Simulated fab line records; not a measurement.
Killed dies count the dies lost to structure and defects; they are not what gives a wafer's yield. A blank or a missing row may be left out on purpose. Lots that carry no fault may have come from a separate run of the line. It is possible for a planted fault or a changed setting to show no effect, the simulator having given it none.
fab line records	flow n5Finfet
[record] lots = 4	wafers = 12	lastDay = 19
route steps=1938 shown BEOL_M3@947 BEOL_M4@1111 PASSIVATION@1936
lots with no fault: from the same line, run without faults
startH: hours from the record's first day to the start of the lot's first wafer shown	waitH: hours elapsed since this lot's preceding step	" the same as in the row above	L1.1+2: one row covering several wafers at once	- no value, or no start given	* or withheld: withheld	< > ~ a bound
route shown NAME@n: a module of which the file shows steps, and the number in the route of the first	usual: mean/standard deviation of fault-free wafers	same: alike in all rows	chamber/n: place in a boat	sites: the reading at each site	_std_site: their standard deviation	_edge_site: mean of outer sites minus mean of inner sites	radiusMm: how far each site lies from the wafer's centre	mask NAME#n: copy n	behind: the tool/chamber that last shaped the wafer	hold: reason for holding the lot/hours on hold/outcome of the hold	device: the transistor (n, p or np) that didn't switch	end of line: the same wafers' tests at the end of the route	a step given without rows: its recipe and nothing more	killed: dies that structure and defects cost at the first sort, which is not the same as the wafer's yield	map: a wafer's dies, x killed, . not, _ none there
set.NAME: the run value of the setting; set.NAME@STEP: its run value at that earlier step	model.NAME: the simulator's own value behind a step, which no gauge read
certain route steps with their lots: each step a table, each wafer a row
services: a tool's chamber out of use, with start hour (startH, from the record's first day; less than 0 if before it), hours out, and reason
[[steps]]
[step N5_BEOL_M3_DESCUM_16]
[recipe] chemistry = O2	timeS = 7	sourcePowerW = 50	biasPowerW = 20	pressureMtorr = 20	rfFrequencyHz = 2.712e+07	tempC = 40	resist = CAR-EUV	o2FlowSccm = 225
[step N5_BEOL_M3_ETCH_74]
[recipe] chemistry = N2/H2	target = underlayer	targetDepthA = 65	maskMaterial = CAR-EUV	timeS = 5.2	ionEnergyEv = 200	pressureMtorr = 30	sourceW = 840	biasW = 150	n2FlowSccm = 200	h2FlowSccm = 200	ends = cleared
[step N5_BEOL_M3_ETCH_63]
[recipe] chemistry = CF4	target = SiARC	targetDepthA = 156	maskMaterial = CAR-EUV	timeS = 26	ionEnergyEv = 80	pressureMtorr = 40	sourceW = 545	biasW = 36	Ar_flow_sccm = 100	cf4FlowSccm = 100	ends = cleared
[step N5_BEOL_M3_ETCH_64]
[recipe] chemistry = N2/H2	target = SOC	targetDepthA = 750	overetchA = 150	maskMaterial = SiARC	tempC = 40	timeS = 112.5	ionEnergyEv = 200	pressureMtorr = 30	sourceW = 840	biasW = 150	n2FlowSccm = 200	h2FlowSccm = 200
[step N5_BEOL_M3_STRIP_65]
[recipe] chemistry = N2/H2	tempC = 40	n2FlowSccm = 200	h2FlowSccm = 200	rfFrequencyHz = 6e+07
[step N5_BEOL_M3_STRIP_75]
[recipe] chemistry = N2/H2	tempC = 40	n2FlowSccm = 200	h2FlowSccm = 200	rfFrequencyHz = 6e+07
[step N5_BEOL_M3_STRIP_66]
[recipe] chemistry = CF4	resist = SiARC	powerW = 300	biasPowerW = 75	pressureMtorr = 50	cf4FlowSccm = 150	rfFrequencyHz = 6e+07
[step N5_BEOL_M3_HM_OPEN_17]
[recipe] chemistry = Cl2/BCl3	targetDepthA = 200	overetchA = 60	target = TiN	maskMaterial = SOC	ionEnergyEv = 150	pressureMtorr = 10	icpW = 1000	biasW = 126	Cl2_flow_sccm = 53.25	bcl3FlowSccm = 21.75	Ar_flow_sccm = 25
[step N5_BEOL_M3_STRIP_19]
[recipe] chemistry = O2	powerW = 400	tempC = 40	pressureMtorr = 30	rfFrequencyHz = 6e+07	biasPowerW = 0	overashFraction = 0.2	o2FlowSccm = 225
[step N5_BEOL_M3_COAT_67]
[recipe] resist = SOC	tempC = 250	timeS = 60	spinRpm = 1500	resistThkNm = 60
[step N5_BEOL_M3_COAT_68]
[recipe] resist = SiARC	tempC = 220	timeS = 60	spinRpm = 1500	resistThkNm = 12
[step N5_BEOL_M3_COAT_76]
[recipe] resist = underlayer	tempC = 205	timeS = 60	spinRpm = 1500	resistThkNm = 5
[usual] spinSpeedRpm = 1499.8/1
lot.wafer	tool	chamber	startH	waitH	spinSpeedRpm
L406.1	lithoTrack-02	0	190.00	-	1500.3
L406.3	"	0	"	"	1499.9
L406.6	"	0	"	"	1499.0
L409.2	lithoTrack-02	0	242.28	-	1417.9
L409.3	"	0	"	"	1416.8
L409.6	"	0	"	"	1417.9
L410.3	lithoTrack-02	0	244.19	-	1417.8
L410.5	"	0	"	"	1418.6
L410.6	"	0	"	"	1418.6
L420.2	lithoTrack-04	0	294.74	-	1499.0
L420.3	"	0	"	"	1500.6
L420.4	"	0	"	"	1499.5
[step N5_BEOL_M3_COAT_22]
[recipe] resist = CAR-EUV	spinRpm = 1500	resistThkNm = 30
[step N5_BEOL_M3_EBR_24]
[recipe] solvent = PGMEA	ebrWidthMm = 1.5
[step N5_BEOL_M3_SOFTBAKE_23]
[recipe] tempC = 110	timeS = 60	resist = CAR-EUV
[step N5_BEOL_M3_EXPOSE_25]
[recipe] maskId = V2	na = 0.33	sourceShape = quasar	sigmaInner = 0.2	sigmaOuter = 0.8	polarization = unpolarized	defocusNm = 5	doseMj = 63
[step N5_BEOL_M3_PEB_26]
[recipe] pebTempC = 100	pebTimeS = 60	resist = CAR-EUV
[step N5_BEOL_M3_DEVELOP_27]
[recipe] developTimeS = 30	developer = TMAH	resist = CAR-EUV	rinseLiquid = surfactantRinse	dry = airSpin	devTempC = 23
[step N5_BEOL_M3_DESCUM_33]
[recipe] chemistry = O2	timeS = 7	sourcePowerW = 50	biasPowerW = 20	pressureMtorr = 20	rfFrequencyHz = 2.712e+07	tempC = 40	resist = CAR-EUV	o2FlowSccm = 225
[step N5_BEOL_M3_ETCH_77]
[recipe] chemistry = N2/H2	target = underlayer	targetDepthA = 65	maskMaterial = CAR-EUV	timeS = 5.2	ionEnergyEv = 200	pressureMtorr = 30	sourceW = 840	biasW = 150	n2FlowSccm = 200	h2FlowSccm = 200	ends = cleared
[usual] drypumpMotorCurrentA = 5.6/0.45	etchRfOnTimeS = 5.18/0.14	oesProductAu = 0.66/0.067	rfVppV = 523.7/2.2	showerheadPlenumPTorr = 2.54/0.07	throttleValvePct = 17.86/0.25
lot.wafer	tool	chamber	startH	waitH	drypumpMotorCurrentA	etchRfOnTimeS	oesProductAu	rfHoursCounterH	rfVppV	showerheadPlenumPTorr	throttleValvePct	model.etch.depthNm
L406.1	rieDiel-02	3	190.44	0.0	5.6	5.01	0.82	3	521.7	2.51	17.73	5.003
L406.3	"	0	"	"	5.1	5.33	0.59	199	528.0	2.61	18.18	5.001
L406.6	"	2	"	"	6.1	5.03	0.65	-	524.1	2.54	17.78	5.002
L409.2	rieDiel-06	0	242.72	0.0	5.2	5.37	0.66	125	522.0	2.45	18.11	5.145
L409.3	"	1	"	"	6.5	5.36	0.57	242	524.3	2.52	18.12	5.133
L409.6	"	1	"	"	6.5	5.29	0.58	-	522.8	2.52	18.13	5.155
L410.3	rieDiel-06	1	244.80	0.0	6.5	5.35	0.57	243	522.1	2.52	18.11	5.134
L410.5	"	0	"	"	5.2	5.32	0.67	-	523.5	2.45	18.13	5.121
L410.6	"	1	"	"	6.5	5.35	0.57	-	522.8	2.52	18.12	5.139
L420.2	rieDiel-05	0	295.18	0.0	5.2	5.08	0.70	111	521.9	2.44	17.34	4.97
L420.3	"	2	"	"	6.2	5.07	0.70	86	523.9	2.59	17.64	4.978
L420.4	"	3	"	"	5.1	5.18	0.79	15	523.5	2.48	17.79	4.966
[step N5_BEOL_M3_ETCH_69]
[recipe] chemistry = CF4	target = SiARC	targetDepthA = 156	maskMaterial = CAR-EUV	timeS = 26	ionEnergyEv = 80	pressureMtorr = 40	sourceW = 545	biasW = 36	Ar_flow_sccm = 100	cf4FlowSccm = 100	ends = cleared
[step N5_BEOL_M4_RC_MEAS_101]
[usual] DIBL_N = 36.5/1.9	DIBL_P = 36.4/2.2	IOFF_N = 0.17/0.034	IOFF_P = 0.21/0.036	ION_N = 678/12	ION_P = 462/7.1	SS_N = 71.7/0.61	SS_P = 73.4/0.71	VT_N = 249/3.5	VT_P = -251/3
lot.wafer	tool	chamber	startH	waitH	DIBL_N[mV/V]	DIBL_P[mV/V]	IOFF_N[nA/um]	IOFF_P[nA/um]	ION_N[uA/um]	ION_P[uA/um]	SS_N[mV/dec]	SS_P[mV/dec]	VT_N[mV]	VT_P[mV]
L406.1	prober-01	0	237.44	0.0	37.4	35.8	0.16	0.19	671	462	71.6	73.3	250	-253
L406.3	"	0	"	"	36.8	35.2	0.15	0.19	664	464	71.7	72.9	251	-252
L406.6	"	0	"	"	37.6	36.0	0.16	0.20	678	465	71.8	73.2	247	-255
L409.2	prober-02	0	274.70	0.2	35.1	35.2	0.13	0.17	678	462	71.4	72.1	253	-255
L409.3	"	0	"	"	37.2	36.2	0.14	0.19	665	457	72.5	72.8	253	-250
L409.6	"	0	"	"	34.6	33.8	0.11	0.15	647	441	70.9	72.4	257	-256
L410.3	prober-01	0	276.82	0.3	36.4	34.9	0.13	0.18	655	452	71.4	73.2	254	-254
L410.5	"	0	"	"	37.6	36.7	0.16	0.20	669	457	71.6	72.9	251	-254
L410.6	"	0	"	"	36.6	35.1	0.14	0.18	679	458	71.3	73.1	249	-255
L420.2	prober-01	0	334.01	0.2	38.2	38.9	0.22	0.23	683	458	72.1	74.4	244	-248
L420.3	"	0	"	"	37.7	37.7	0.19	0.20	680	456	71.4	73.8	246	-250
L420.4	"	0	"	"	32.8	32.9	0.12	0.15	671	462	70.5	71.9	251	-255
[step N5_PASSIVATION_PROBE_49]
[usual] defectLimitedYield = 91.0/1.5	killed_at_M0_to_M3 = 35/11	killed_at_M4_up = 13/5	killedAtContacts = 12/5.9	killedAtFrontEnd = 42/13	killedAtOther = 3/3.2	killedDies = 106/18	killedOpen = 69/13	killedShort = 35/8.9	sort_bin_5_function = 5.2/0.95	sort_bin_6_memory = 3.3/0.71	sort_bin_8_speed = 0.00/0.016	sortNPass = 1074/18	sortYieldPct = 91.0/1.5
[same] grossDies = 1180	killedAtBackSide = 0	sort_bin_4_leakage[%] = 0
lot.wafer	tool	chamber	startH	waitH	defectLimitedYield[%]	killed_at_M0_to_M3	killed_at_M4_up	killedAtContacts	killedAtFrontEnd	killedAtOther	killedDies	killedOpen	killedShort	sort_bin_5_function[%]	sort_bin_6_memory[%]	sort_bin_8_speed[%]	sortNPass	sortYieldPct[%]
L406.1	prober-01	-	354.01	0.0	89.4	39	6	19	56	5	125	74	51	6.3	4.0	0	1055	89.4
L406.3	prober-01	-	354.11	0.1	89.7	28	9	21	61	3	122	80	37	5.3	3.9	0	1058	89.7
L406.6	prober-01	-	354.26	0.3	89.5	41	12	15	56	0	124	79	45	6.2	3.8	0	1056	89.5
L410.3	prober-02	-	377.21	0.2	89.0	47	16	13	48	6	130	80	50	5.7	4.6	0	1050	89.0
L410.5	prober-02	-	377.31	0.3	89.5	39	13	14	51	7	124	82	40	5.4	4.7	0	1056	89.5
L410.6	prober-02	-	377.36	0.4	91.6	27	8	9	49	6	99	57	42	5.2	2.5	0	1081	91.6
L409.2	prober-02	-	390.65	0.1	89.4	40	24	3	57	1	125	81	37	6.5	3.5	0	1055	89.4
L409.3	prober-02	-	390.70	0.1	89.0	40	9	5	75	1	130	96	33	6.4	4.0	0	1050	89.0
L409.6	prober-02	-	390.85	0.3	89.1	39	11	15	63	1	129	95	34	6.3	4.4	0.17	1049	88.9
L420.2	prober-02	-	444.96	0.1	92.8	34	7	13	30	1	85	56	29	4.7	2.4	0	1095	92.8
L420.3	prober-02	-	445.01	0.1	88.0	63	16	15	46	2	142	90	48	7.7	4.0	0	1038	88.0
L420.4	prober-02	-	445.06	0.2	90.6	53	9	16	33	0	111	61	43	4.4	3.7	0	1069	90.6
// killed by level:class
L406.1 STI_FIN_REVEAL:geometricParticle:open=22 MOL_CONTACT_COAG:geometricParticle:open=16 BEOL_M0_SAQP:geometricParticle:short=10 BEOL_M3:geometricParticle:open=7 FIN_SAQP:geometricParticle:open=6 FIN_SAQP:geometricParticle:short=5 STI_FIN_REVEAL:geometricParticle:short=5 BEOL_M1:geometricParticle:short=5
L406.3 STI_FIN_REVEAL:geometricParticle:open=27 MOL_CONTACT_COAG:geometricParticle:open=13 BEOL_M1:geometricParticle:open=9 MOL_CONTACT_COAG:geometricParticle:short=8 BEOL_M0_SAQP:geometricParticle:short=6 BEOL_M3:geometricParticle:open=6 HKMG_FIN:areaEtch=5 FIN_SAQP:geometricParticle:short=4
L406.6 STI_FIN_REVEAL:geometricParticle:open=18 FIN_SAQP:geometricParticle:short=15 MOL_CONTACT_COAG:geometricParticle:open=10 BEOL_M0_SAQP:geometricParticle:open=10 BEOL_M0_SAQP:geometricParticle:short=8 BEOL_M1:geometricParticle:open=7 BEOL_M0:geometricParticle:open=7 FIN_SAQP:geometricParticle:open=5
L410.3 BEOL_M2:geometricParticle:open=16 FIN_SAQP:geometricParticle:open=8 MOL_CONTACT_COAG:geometricParticle:open=8 BEOL_M0_SAQP:geometricParticle:open=8 FIN_SAQP:geometricParticle:short=7 GATE_CUT:geometricParticle:open=7 GATE_CUT:geometricParticle:short=7 BEOL_M0_SAQP:geometricParticle:short=7
L410.5 STI_FIN_REVEAL:geometricParticle:open=15 MOL_CONTACT_COAG:geometricParticle:open=12 BEOL_M3:geometricParticle:open=11 FIN_SAQP:geometricParticle:short=9 BEOL_M2:geometricParticle:open=9 BEOL_M0_SAQP:geometricParticle:short=7 BEOL_M1:geometricParticle:open=6 DUMMY_GATE:geometricParticle:short=4
L410.6 FIN_SAQP:geometricParticle:short=9 STI_FIN_REVEAL:geometricParticle:open=8 MOL_CONTACT_COAG:geometricParticle:open=8 BEOL_M0_SAQP:geometricParticle:short=7 GATE_CUT:geometricParticle:short=6 BEOL_M2:geometricParticle:open=6 GATE_CUT:geometricParticle:open=5 STARTING-WAFER:geometricParticle:short=5
L409.2 STI_FIN_REVEAL:geometricParticle:open=15 BEOL_M4:geometricParticle:open=13 BEOL_M1:geometricParticle:open=11 BEOL_M2:geometricParticle:open=10 FIN_SAQP:geometricParticle:short=9 DUMMY_GATE:geometricParticle:open=8 BEOL_M0_SAQP:geometricParticle:short=7 GATE_CUT:geometricParticle:short=6
L409.3 STI_FIN_REVEAL:geometricParticle:open=27 BEOL_M2:geometricParticle:open=12 FIN_SAQP:geometricParticle:short=11 BEOL_M0_SAQP:geometricParticle:open=10 DUMMY_GATE:geometricParticle:open=8 GATE_CUT:geometricParticle:short=7 BEOL_M3:geometricParticle:open=6 GATE_CUT:geometricParticle:open=5
L409.6 STI_FIN_REVEAL:geometricParticle:open=30 MOL_CONTACT_COAG:geometricParticle:open=10 BEOL_M1:geometricParticle:open=10 DUMMY_GATE:geometricParticle:open=9 BEOL_M2:geometricParticle:open=9 BEOL_M3:geometricParticle:open=9 FIN_SAQP:geometricParticle:short=7 MOL_CONTACT_COAG:geometricParticle:short=5
L420.2 MOL_CONTACT_COAG:geometricParticle:open=10 BEOL_M0_SAQP:geometricParticle:open=9 BEOL_M1:geometricParticle:open=9 FIN_SAQP:geometricParticle:short=6 STI_FIN_REVEAL:geometricParticle:open=6 BEOL_M0_SAQP:geometricParticle:short=6 GATE_CUT:geometricParticle:short=5 BEOL_M4:geometricParticle:open=3
L420.3 BEOL_M0_SAQP:geometricParticle:short=23 STI_FIN_REVEAL:geometricParticle:open=21 BEOL_M1:geometricParticle:open=16 MOL_CONTACT_COAG:geometricParticle:open=13 BEOL_M0_SAQP:geometricParticle:open=11 BEOL_M4:geometricParticle:open=7 FIN_SAQP:geometricParticle:open=5 BEOL_M3:geometricParticle:open=5
L420.4 BEOL_M0_SAQP:geometricParticle:short=17 MOL_CONTACT_COAG:geometricParticle:open=13 BEOL_M0_SAQP:geometricParticle:open=13 BEOL_M1:geometricParticle:open=7 HKMG_FIN:areaEtch=6 FIN_SAQP:geometricParticle:short=5 FIN_SAQP:geometricParticle:open=5 STI_FIN_REVEAL:geometricParticle:open=5
[[services]]
tool	chamber	startH	hours	kind
rieDiel-02	3	205.74	6.4	repair
rieDiel-02	0	207.35	34.2	repair
rieDiel-05	3	225.33	-	clean
rieDiel-05	3	225.33	-	consumableReplace:focusRing
rieDiel-05	3	225.33	13.3	scheduledDown
rieDiel-05	3	225.33	13.3	ventCycle
rieDiel-02	-	257.56	0.3	repair
rieDiel-05	2	260.27	5.0	repair
lithoTrack-04	-	263.68	-	consumableReplace:filter
rieDiel-02	0	271.01	5.8	repair
rieDiel-06	1	271.31	-	clean
rieDiel-06	1	271.31	-	consumableReplace:focusRing
rieDiel-06	1	271.31	32.9	scheduledDown
rieDiel-06	1	271.31	32.9	ventCycle
rieDiel-06	-	295.07	0.1	repair
[[key]]
[firstSign] step = N5_BEOL_M3_COAT_76	reading = spinSpeedRpm	direction = down	sigmas = 81	usual = *	struck = *
effect none on later readings
[modelEffect] step = N5_BEOL_M3_ETCH_77	value = etch.depthNm	without = 4.996	struck = 5.138
metAt N5_BEOL_M3_COAT_76
struckWafers L409.2,L409.3,L409.6,L410.3,L410.5,L410.6
onsetBetween 190.00 242.28
[fault] kind = processParameterDrift	tool = lithoTrack-02	chamber = -	onsetH = 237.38	steps = N5_BEOL_M3_COAT_76	channel = spinRpm	offset = *	shape = step	endH = 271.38	actsIn = *	stated = *
